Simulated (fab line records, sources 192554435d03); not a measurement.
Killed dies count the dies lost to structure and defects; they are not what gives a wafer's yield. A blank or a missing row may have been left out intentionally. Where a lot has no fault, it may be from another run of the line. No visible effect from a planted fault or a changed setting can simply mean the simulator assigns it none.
Struck lot and sound lot, side by side ; flow n5 finfet ; 15 out of 1938 route steps
Sound: these wafers, L469.1, L469.2, L469.5. Wafers struck: L477.1, L477.3, L477.6. Last of all comes the cause.
Order at every step that has rows: each side's tool, ch and its chambers, its first start. Under that, the readings that differ: sound wafers ; struck wafers ; difference of the means ; sigmas: that difference in standard deviations of wafers without a fault.
alike: same words and numbers on both sides, and readings whose means sit less than 2 such deviations apart. not compared: any withheld reading, any reading some wafer has no value for, any bound like >300 that may hide the same value, and any number with overlapping values for which the record gives no deviation.
The two part at a step that has a row with sigmas, a row that says differs or no value, or rows on one side only. Numbers that don't overlap but have no deviation are shown without sigmas and don't part them. A reading that every wafer of one side lacks parts them only if that side has two wafers or more.

N5_BEOL_M10_CD_MEAS_28: target cd 70 nm.
  sound on cd sem-03 ch 0, day 10 12:02; struck on cd sem-02 ch 0, day 12 16:37
  alike: cd nm
N5_BEOL_M10_OVL_MEAS_29:
  sound on overlay-02 ch 0, day 10 12:04; struck on overlay-02 ch 0, day 12 16:39
  alike: V9_OVL
N5_BEOL_M10_INSPECT_30: inspects for defects (brightfield).
  sound: defect inspect-02 at day 10 12:06; struck: defect inspect-02 at day 12 16:40
  alike: raw defect count
then, 1 step without rows for these wafers: N5_BEOL_M10_DESCUM_33 (chemistry O2, time 7.9 s).
N5_BEOL_M10_ETCH_65: etches SiARC in CF4, target depth 39 nm, time 65 s.
  sound on rie diel-01 ch 0,3, day 10 12:10; struck on rie diel-02 ch 0,2, day 12 16:44
reading;sound;struck;difference;sigmas
oes product au (a.u.);0.63 0.87 0.85;0.64 0.60 0.60;-0.17;-2
  alike: bias w, drypump motor current A, etch rf on time s, rf vpp V, showerhead plenum p Torr, throttle valve pct
  not compared: rf hours counter h
then, 2 steps without rows for these wafers: N5_BEOL_M10_ETCH_66 (etches SOC in N2/H2, target depth 120 nm, overetch 24 nm, time 180 s); N5_BEOL_M10_STRIP_69 (strips in N2/H2).
N5_BEOL_M10_VIA_ETCH_34: etches SiCOH lowk in C4F6/O2, target depth 184.5 nm, time 69.2 s.
  sound on rie diel-01 ch 0,3, day 10 12:20; struck on rie diel-02 ch 0,2, day 12 16:55
  alike: bias w, drypump motor current A, oes product au, rf vpp V, showerhead plenum p Torr, throttle valve pct
  not compared: rf hours counter h
then, 1 step without rows for these wafers: N5_BEOL_M10_STRIP_73 (strips in C4F6/O2).
N5_BEOL_M10_STRIP_36: strips in N2/H2.
  sound on rie diel-01 ch 0,3, day 10 12:24; struck on rie diel-02 ch 0,2, day 12 16:59
  alike: chamber pressure mTorr, drypump motor current A, oes product au, rf vpp V, showerhead plenum p Torr, throttle valve pct
  not compared: rf hours counter h
N5_BEOL_M10_TRENCH_ETCH_37: etches SiCOH lowk in C4F6/O2, target depth 148.83 nm, time 48 s.
  sound on rie diel-01 ch 0,3; struck on rie diel-02 ch 0,2
  alike: bias w, drypump motor current A, oes product au, rf vpp V, showerhead plenum p Torr, throttle valve pct
  not compared: rf hours counter h
N5_BEOL_M10_ETCH_41: etches SiCN in CH3F/O2, target depth 42.6 nm, time 86 s.
  sound on rie diel-01 ch 0,3; struck on rie diel-02 ch 0,2
  alike: bias w, drypump motor current A, oes product au, rf vpp V, showerhead plenum p Torr, throttle valve pct
  not compared: rf hours counter h
N5_BEOL_M10_STRIP_77: strips in N2/H2, time 10 s.
  sound on rie diel-01 ch 0,3, day 10 12:32; struck on rie diel-02 ch 0,2, day 12 17:07
reading;sound;struck;difference;sigmas
chamber pressure mTorr (mTorr);20.012 20.009 19.997;26.002 25.981 26.000;+5.988;+99 or more
  alike: drypump motor current A, oes product au, rf vpp V, showerhead plenum p Torr, throttle valve pct
  not compared: rf hours counter h
N5_BEOL_M10_OCD_MEAS_38:
  sound: ocd-02 at day 10 12:37; struck: ocd-02 at day 12 17:12
  alike: trench depth nm
-- record jumps: 2 days separate the struck wafers' starts on either side; left off in module BEOL_M10, taken up again in module PASSIVATION, whose first shown step is the route's number 1936 --
N5_PASSIVATION_PROBE_49:
  sound: prober-02 at day 12 13:43; struck: prober-01 at day 15 01:19
reading;sound;struck;difference;sigmas
killed at contacts;35 20 28;6 4 8;-22;-3
  alike: defect limited yield, killed_at_M0_to_M3, killed_at_M4_up, killed at front end, killed at other, killed dies, killed open, killed short, sort_bin_4_leakage, sort_bin_5_function, sort_bin_6_memory, sort_bin_8_speed, sort n pass

## WHERE THEY PART
Earliest at N5_BEOL_M10_ETCH_65; latest, in this record, at N5_PASSIVATION_PROBE_49.

WHY: the cause the simulator had injected
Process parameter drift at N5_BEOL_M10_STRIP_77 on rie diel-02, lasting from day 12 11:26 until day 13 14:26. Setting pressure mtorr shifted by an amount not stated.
